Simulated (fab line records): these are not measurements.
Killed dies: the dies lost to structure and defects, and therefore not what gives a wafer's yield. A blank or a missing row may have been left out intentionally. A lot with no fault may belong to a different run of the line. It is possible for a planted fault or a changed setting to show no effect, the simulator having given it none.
A struck lot beside a sound one -- flow nand harc -- 15 out of 1159 route steps
Sound: the wafers L359.4, L359.5, L359.6. Struck: wafers L370.1, L370.2, L370.6. The cause comes at the end.
Order at every step that has rows: each side's tool, ch and its chambers, its first start. Under that, the readings that differ: sound wafers -- struck wafers -- difference of the means -- sigmas: that difference in standard deviations of wafers without a fault.
alike: readings with means less than 2 such deviations apart, plus words and numbers identical on both sides. not compared: withheld readings, readings lacking a value on some wafer, bounds such as >300 that could conceal the same value, and numbers that have no deviation in the record and whose values overlap.
Wherever a step has rows on one side only, a row that says differs or no value, or a row with sigmas, the two part there. When numbers do not overlap yet have no deviation, they are printed without sigmas and do not part them. A reading that every wafer of one side lacks parts them only if that side has two wafers or more.

first, 6 steps without rows for these wafers: NHARC_A_BLC_COAT_04 (resist thk 90 nm); NHARC_A_BLC_SOFTBAKE_05 (time 55 s); NHARC_A_BLC_EBR_06; NHARC_A_BLC_EXPOSE_07 (exposes mask A BLC, target cd 100 nm); NHARC_A_BLC_PEB_08 (peb time 65 s); NHARC_A_BLC_DEVELOP_09 (develop time 35 s).
NHARC_A_BLC_CD_MEAS_10: target cd 100 nm.
  sound on cd sem-01 ch 0, day 18 00:08; struck on cd sem-03 ch 0, day 20 23:45
  alike: cd nm
NHARC_A_BLC_OVL_MEAS_11:
  sound on overlay-01, day 18 00:14; struck on overlay-01, day 20 23:50
reading,sound,struck,difference,sigmas
overlay x nm (nm),-2.0 -1.9 -2.5,0.3 0.3 0.2,+2.4,+3
  alike: overlay y nm
NHARC_A_BLC_INSPECT_12:
  sound on defect inspect-01, day 18 00:16; struck on defect inspect-02, day 20 23:52
  alike: raw defect count
NHARC_A_BLC_DESCUM_15: chemistry O2, time 3 s.
  sound on rie diel-05 ch 1,2,3, day 18 00:22; struck on rie diel-05 ch 0,2, day 20 23:56
  alike: drypump motor current A, oes product au, rf vpp V, showerhead plenum p Torr, throttle valve pct
  not compared: rf hours counter h
NHARC_A_BLC_ETCH_16: etches the open film in CF4, target depth 39 nm, time 65 s.
  sound on rie diel-05 ch 1,2,3, day 18 00:27; struck on rie diel-05 ch 1,2,3, day 21 00:02
  alike: bias w, cf4 flow sccm, drypump motor current A, oes product au, rf vpp V, showerhead plenum p Torr, throttle valve pct
  not compared: rf hours counter h
NHARC_A_BLC_ETCH_17: etches the open film in N2/H2, target depth 390 nm, time 609.38 s.
  sound on rie diel-05 ch 1,2,3; struck on rie diel-05 ch 2,3
  alike: bias w, chamber pressure mTorr, drypump motor current A, oes product au, rf vpp V, showerhead plenum p Torr, throttle valve pct
  not compared: rf hours counter h
NHARC_A_BLC_ETCH_18: etches the open film in C4F8/O2/Ar, target depth 910 nm.
  sound on rie diel-05 ch 1,2,3, day 18 01:17; struck on rie diel-05 ch 0,3, day 21 00:35
  no value came back on the struck wafers for bias w (W), chamber pressure mTorr (mTorr), oes product au (a.u.), rf vpp V (V); on the sound wafers bias w (W) reads 1498 1498 1494
  not compared: rf hours counter h
NHARC_A_BLC_CD_MEAS_19:
  sound on cd sem-02, day 18 01:35; struck on cd sem-01, day 21 00:58
  alike: cd nm
-- record jumps: 2 days between struck wafers' starts before vs after; left off in module A_BLC, resumes in module END, first step shown is number 1159 of the route --
NHARC_END_SORT_01:
  sound on prober-02 ch 0, day 20 06:12; struck on prober-01 ch 0, day 23 06:30
reading,sound,struck,difference,sigmas
hold,- - -,await dispo/2.1h/scrap await dispo/2.1h/scrap await dispo/2.1h/scrap,no value on the sound wafers,
killed at array,28 23 33,675 674 673,+646,+67
killed dies,29 26 37,677 677 677,+646,+65
  alike: killed at other, killed at periphery, killed open, killed short

== WHERE THEY PART ==
Earliest at NHARC_A_BLC_OVL_MEAS_11; latest, in this record, at NHARC_END_SORT_01.

WHY: the cause the simulator had injected
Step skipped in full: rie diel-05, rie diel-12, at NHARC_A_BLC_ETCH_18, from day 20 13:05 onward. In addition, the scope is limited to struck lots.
